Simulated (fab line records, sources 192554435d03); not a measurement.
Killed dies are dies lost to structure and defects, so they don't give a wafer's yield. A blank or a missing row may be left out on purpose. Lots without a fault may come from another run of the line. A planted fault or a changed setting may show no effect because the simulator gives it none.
Split-lot experiment | flow n5_finfet | 7 lots, 21 wafers read, on a route of 1938 steps

THE SPLIT
At N5_ZERO_LAYER_ETCH_18 (etches Si in HBr/Cl2, target depth 120 nm, time 40 s), the setting icp_w was moved away from the recipe's 800 W on 8 of the 21 wafers read, by -15.5% to +14.0%. The other wafers ran this setting at the recipe's value.

The reading is taken at the split's own step.

THE READING
ZERO_LAYER.feature_depth_nm (the simulator's own value, which no gauge read), in nm, at N5_ZERO_LAYER_ETCH_18 (etches Si in HBr/Cl2, target depth 120 nm, time 40 s). The file gives no usual value for it. The 13 wafers here that ran the recipe average 120.7 nm, standard deviation 1.2 nm.

wafer  | tool, chamber at the split | icp_w as run, W | against the recipe | ZERO_LAYER.feature_depth_nm, nm | against lot-mates on the recipe
L074.1 | rie_si-03, 1               | 756.5           | -5.4%              | 116                             | -5.6
L074.4 | rie_si-03, 3               | 800             | recipe             | 121.6                           | -
L074.5 | rie_si-03, 0               | 756.5           | -5.4%              | 118.6                           | -3.0
L077.1 | rie_si-04, 0               | 800             | recipe             | 121.2                           | -
L077.3 | rie_si-04, 3               | 911.7           | +14.0%             | 128.3                           | +7.6
L077.5 | rie_si-04, 2               | 800             | recipe             | 120.3                           | -
L079.2 | rie_si-01, 3               | 800             | recipe             | 118.2                           | -
L079.4 | rie_si-01, 2               | 800             | recipe             | 119.5                           | -
L079.6 | rie_si-01, 2               | 800             | recipe             | 119.3                           | -
L080.2 | rie_si-04, 2               | 800             | recipe             | 121.4                           | -
L080.4 | rie_si-04, 1               | 686.6           | -14.2%             | 113.8                           | -8.3
L080.5 | rie_si-04, 1               | 800             | recipe             | 122.7                           | -
L083.1 | rie_si-01, 2               | 707             | -11.6%             | 114.1                           | -7.5
L083.4 | rie_si-01, 3               | 707             | -11.6%             | 113.4                           | -8.2
L083.6 | rie_si-01, 1               | 800             | recipe             | 121.6                           | -
L094.1 | rie_si-04, 2               | 800             | recipe             | 120                             | -
L094.3 | rie_si-04, 1               | 800             | recipe             | 121.4                           | -
L094.6 | rie_si-04, 1               | 800             | recipe             | 121.9                           | -
L095.2 | rie_si-01, 2               | 675.6           | -15.5%             | 111.5                           | -8.3
L095.3 | rie_si-01, 0               | 800             | recipe             | 119.8                           | -
L095.5 | rie_si-01, 2               | 675.6           | -15.5%             | 112.1                           | -7.7

THE FIT
A straight line over all 21 wafers: ZERO_LAYER.feature_depth_nm changes by +0.558 nm for each +1% of icp_w; r = +0.96; the points scatter about the line by 1.1 nm.
The same after taking each lot's own level away (the mean of its wafers on the recipe; 21 wafers): +0.57 nm for each +1%; r = +0.98; scatter 0.89 nm.
On that fit, the largest move of icp_w shifts the reading by 8.9 nm.
The lots' own levels span 119.00 to 122.05 nm, that is 2.5 times the standard deviation above.
So the lot-to-lot level changes the slope little: the two slopes agree.
Check: with one of the wafers moved furthest among these (-15.5%) left out of the fit, the line predicts -9.22 nm for it against its lot-mates. It came out at -8.3 nm against them.

THE WHOLE CHAIN: every reading that the file lists as answering this split, in the file's order
step                  | what it does                                         | reading                                                                      | change (the file's fit)               | r (the file's)
N5_ZERO_LAYER_ETCH_18 | etches Si in HBr/Cl2, target depth 120 nm, time 40 s | etch.depth_nm (the simulator's own value, which no gauge read)               | +0.573 nm for each +1% of the setting | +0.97
N5_ZERO_LAYER_ETCH_18 | etches Si in HBr/Cl2, target depth 120 nm, time 40 s | ZERO_LAYER.feature_depth_nm (the simulator's own value, which no gauge read) | +0.573 nm for each +1% of the setting | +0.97

THE FILE'S OWN FIT
ZERO_LAYER.feature_depth_nm changes by +0.573 nm for each +1% of icp_w, r = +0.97.
